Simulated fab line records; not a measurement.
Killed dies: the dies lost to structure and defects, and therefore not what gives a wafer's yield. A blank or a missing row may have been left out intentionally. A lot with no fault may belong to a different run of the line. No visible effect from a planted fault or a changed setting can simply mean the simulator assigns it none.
One fault through the eyes of 2 desks + flow n5-finfet + numbers are kept per desk, each desk with only its own; the story behind them comes last

== FROM THE METROLOGY DESK ==
What the gauges read, lot by lot, whatever tool the lot ran on: means of the sampled wafers that have a number. A lot is out of limits, marked OUT, if its mean lies more than 4 standard deviations from the usual mean; the brackets give that distance.
Columns: A = M5_THK at N5_BEOL_M5_THK_MEAS_53, usual 60.8 nm; B = M5_RS at N5_BEOL_M5_RS_MEAS_57, usual 0.391 ohm/sq
| lot  | first seen here | A    | B     |
|------|-----------------|------|-------|
| L150 | day 8 14:51     | 61.4 | 0.388 |
| L155 | day 10 11:06    | 61.7 | 0.386 |
| L159 | day 10 18:11    | 61.8 | 0.380 |
| L164 | day 12 06:59    | 60.1 | 0.395 |
| L169 | day 13 18:19    | 60.9 | 0.394 |
| L172 | day 14 09:02    | 59.3 | 0.401 |
This desk found nothing out of limits on any of the 6 lots.

== DESK OF THE TOOL OWNER: pecvd-04 ==
The tool's own readings at N5_BEOL_M5_DEP_56 (deposits SiCN from 3MS/NH3, target thk 8 nm, time 14 s): means of the sampled wafers that have a number, for each lot that ran on this tool. A lot is out of limits, marked OUT, if its mean lies more than 4 standard deviations from the usual mean; the brackets give that distance.
Columns: A = chamber-pressure-Torr at N5_BEOL_M5_DEP_56, usual 3.000 Torr; B = showerhead-plenum-p-Torr at N5_BEOL_M5_DEP_56, usual 3.667 Torr; C = throttle-valve-pct at N5_BEOL_M5_DEP_56, usual 8.9 %
| lot  | first seen here | A     | B     | C   |
|------|-----------------|-------|-------|-----|
| L155 | day 10 11:19    | 3.001 | 3.671 | 8.9 |
| L159 | day 10 18:24    | 3.004 | 3.672 | 8.8 |
| L172 | day 14 09:14    | 3.002 | 3.670 | 9.2 |
This desk found nothing out of limits on any of the 3 lots.

== PUT TOGETHER ==
The metrology desk saw nothing out of limits.
The desk of the tool owner found nothing out of limits.

== WHAT WAS PUT IN BY THE SIMULATOR ==
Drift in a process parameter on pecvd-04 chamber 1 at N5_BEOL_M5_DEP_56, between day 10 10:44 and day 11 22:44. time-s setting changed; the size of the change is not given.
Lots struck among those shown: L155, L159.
